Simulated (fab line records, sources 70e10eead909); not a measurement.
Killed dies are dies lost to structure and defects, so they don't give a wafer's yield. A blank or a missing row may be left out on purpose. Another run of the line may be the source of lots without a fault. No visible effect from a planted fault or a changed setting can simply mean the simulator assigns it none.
One fault seen from 3 desks    flow nand-harc    each desk holds nothing but its own numbers, with what lay behind them at the end

THE DEFECT DESK
Inspection counts along the route, by lot: the mean over sampled wafers that carry a number. If a lot's mean is further than 4 standard deviations from the usual mean, the lot is out of limits and carries the mark OUT (the distance appears in the brackets).
Columns: A = raw-defect-count at NHARC_A_SOURCE_PLATE_INSPECT_08, usual 59
lot   first seen here  A
L658  day 7 19:05      77
L659  day 8 05:23      96
L662  day 9 10:27      67
L666  day 11 11:23     596 (+23) OUT
L667  day 11 17:31     593 (+23) OUT
L668  day 12 07:15     595 (+23) OUT
L675  day 14 17:54     37
L676  day 15 10:39     52
L677  day 15 18:59     53
L678  day 16 05:33     33
L680  day 17 01:22     50
L681  day 17 09:47     39
Finding of this desk: L666, L667, L668 out of limits; the first was L666 at day 11 11:23, on raw-defect-count at NHARC_A_SOURCE_PLATE_INSPECT_08. L658, L659, L662, L675, L676, L677, L678, L680, L681: within limits.

THE TOOL OWNER'S DESK: furnace-04
The tool's own readings at NHARC_A_SOURCE_PLATE_OXIDE_02 (material SiO2, target thk 10 nm, ox time 1362 s): means of the sampled wafers that have a number, for each lot that ran on this tool. If a lot's mean is further than 4 standard deviations from the usual mean, the lot is out of limits and carries the mark OUT (the distance appears in the brackets).
Columns: A = spike-tc-top-C at NHARC_A_SOURCE_PLATE_OXIDE_02, usual 909.5 C; B = spike-tc-upper-C at NHARC_A_SOURCE_PLATE_OXIDE_02, usual 900.4 C; C = tube-center-temp-C at NHARC_A_SOURCE_PLATE_OXIDE_02, usual 899.99 C; D = zone-power-top-pct at NHARC_A_SOURCE_PLATE_OXIDE_02, usual 36.9 %; E = zone-power-upper-pct at NHARC_A_SOURCE_PLATE_OXIDE_02, usual 18.0 %
lot   first seen here  A      B      C       D     E
L658  day 7 01:52      907.2  901.8  899.96  37.8  18.2
L662  day 8 17:19      907.7  902.2  900.00  37.8  18.2
L666  day 10 18:26     907.8  901.1  899.92  37.4  18.2
L667  day 10 22:06     906.9  901.2  899.99  37.7  18.3
L668  day 11 14:10     908.1  901.7  900.00  37.9  18.1
L676  day 14 17:28     907.0  902.2  899.97  37.7  18.3
L678  day 15 11:15     907.8  901.2  899.96  38.0  18.2
L680  day 16 08:01     906.9  901.3  900.03  37.5  18.3
This desk's verdict: no lot among the 8 shows anything out of limits.

METROLOGY DESK
What the gauges read, lot by lot, whatever tool the lot ran on: means of the sampled wafers that have a number. If a lot's mean is further than 4 standard deviations from the usual mean, the lot is out of limits and carries the mark OUT (the distance appears in the brackets).
Columns: A = thk-nm at NHARC_A_SOURCE_PLATE_THK_MEAS_09, usual 9.7 nm; B = thk-nm at NHARC_A_ONON_D1_THK_MEAS_02, usual 998 nm
lot   first seen here  A     B
L658  day 7 05:57      9.5   989
L659  day 7 12:02      8.7   993
L662  day 8 21:23      9.2   993
L666  day 10 22:28     10.0  1006
L667  day 11 02:07     10.4  989
L668  day 11 18:14     9.3   981
L675  day 14 05:14     9.1   988
L676  day 14 21:32     8.7   1010
L677  day 15 03:38     9.8   1002
L678  day 15 15:19     8.2   1017
L680  day 16 12:07     9.9   989
L681  day 16 21:14     9.6   1006
This desk's verdict: no lot among the 12 shows anything out of limits.

ALL TOGETHER
The defect desk could have raised an alarm at day 11 11:23, on L666, L667, L668.
The tool owner's desk saw nothing out of limits.
From the metrology desk's view, nothing was out of limits.
On record at the tool owner's desk: L666, L667, L668, within its limits.
The metrology desk has L666, L667, L668 on record, within its limits.
All the named lots went through NHARC_A_SOURCE_PLATE_OXIDE_02 on furnace-04.

WHAT WAS PUT IN BY THE SIMULATOR
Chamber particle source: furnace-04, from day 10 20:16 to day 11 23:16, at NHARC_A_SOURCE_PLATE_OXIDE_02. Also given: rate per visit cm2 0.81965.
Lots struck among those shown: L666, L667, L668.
Hours from the fault's start to each desk's first reading out of limits: the defect desk, 15.
